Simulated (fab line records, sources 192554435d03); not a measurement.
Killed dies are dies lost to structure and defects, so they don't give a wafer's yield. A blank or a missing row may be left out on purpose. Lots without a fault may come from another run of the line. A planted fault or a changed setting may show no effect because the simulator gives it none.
Chamber matching | flow n5_finfet | N5_BEOL_M10_ILD_DEP_00 on pecvd-02: 3 sister chambers
The step deposits SiCOH lowk from DEMS/porogen, target thk 308.51 nm, time 58 s. 22 wafers are shown with their chamber, then 11 later ones without.

WAFERS WITH THEIR CHAMBER
wafer  | chamber | heater_power_w (W) | throttle_valve_pct (%) | showerhead_plenum_p_Torr (Torr)
L076.1 | 1       | 345                | 13.9                   | 5.708
L076.4 | 2       | 441                | 13.8                   | 5.746
L076.6 | 1       | 344                | 13.8                   | 5.713
L077.1 | 0       | 302                | 14.1                   | 5.726
L077.2 | 1       | 336                | 13.7                   | 5.723
L077.5 | 1       | 356                | 13.9                   | 5.734
L081.1 | 0       | 324                | 14.1                   | 5.719
L081.3 | 1       | 339                | 13.6                   | 5.717
L081.4 | 2       | 472                | 13.9                   | 5.744
L083.1 | 1       | 371                | 13.7                   | 5.708
L083.5 | 0       | 293                | 14.2                   | 5.725
L083.6 | 1       | 300                | 13.7                   | 5.709
L082.3 | 0       | 309                | 14.1                   | 5.731
L082.5 | 2       | 459                | 13.6                   | 5.727
L082.6 | 0       | 317                | 13.8                   | 5.709
L084.3 | 1       | 375                | 13.6                   | 5.716
L084.5 | 1       | 285                | 13.9                   | 5.718
L084.6 | 0       | 319                | 14.1                   | 5.702
L087.3 | 0       | 306                | 14.2                   | 5.717
L087.4 | 0       | 314                | 14.4                   | 5.719
L087.6 | 1       | 349                | 14.0                   | 5.735
L089.2 | 0       | 313                | 14.3                   | 5.724

SIGNATURES (means of the wafers above)
reading                  | chamber 0 | chamber 1 | chamber 2 | scatter within a chamber
heater_power_w           | 310.78    | 340.00    | 457.33    | 21
throttle_valve_pct       | 14.144    | 13.780    | 13.767    | 0.153
showerhead_plenum_p_Torr | 5.71911   | 5.71810   | 5.73900   | 0.00959
Rule: a wafer's distance from a chamber is the root of the sum, over the readings, of the square of ((its reading less the chamber's mean) divided by the reading's scatter). The wafer belongs to the nearest chamber; if the next one is less than 2 further off, it can't be placed. The scatter: the root of (the sum of the squares of (reading less its chamber's mean) over the shown wafers, divided by (wafers less chambers)).

WAFERS WITHOUT THEIR CHAMBER
wafer  | heater_power_w (W) | throttle_valve_pct (%) | showerhead_plenum_p_Torr (Torr)
L089.4 | 320                | 14.3                   | 5.737
L089.5 | 304                | 13.8                   | 5.705
L090.2 | 309                | 14.0                   | 5.725
L090.4 | 420                | 13.6                   | 5.735
L090.5 | 348                | 13.6                   | 5.711
L091.1 | 317                | 14.2                   | 5.726
L091.3 | 465                | 13.8                   | 5.746
L091.4 | 368                | 13.9                   | 5.718
L095.1 | 294                | 14.0                   | 5.727
L095.4 | 316                | 12.6                   | 5.722
L095.6 | 464                | 13.7                   | 5.738

WHICH CHAMBER EACH WENT THROUGH
wafer  | from the rows above     | in truth
L089.4 | can't be placed: 0 or 1 | 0
L089.5 | can't be placed: 1 or 0 | 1
L090.2 | can't be placed: 0 or 1 | 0
L090.4 | 2                       | 2
L090.5 | 1                       | 1
L091.1 | 0                       | 0
L091.3 | 2                       | 2
L091.4 | can't be placed: 1 or 0 | 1
L095.1 | can't be placed: 0 or 1 | 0
L095.4 | 1                       | 1
L095.6 | 2                       | 2
Placed correctly: 6 of 11. Can't be placed from these rows: 5 (the true chamber is among the candidates in 5). Placed wrongly: 0.
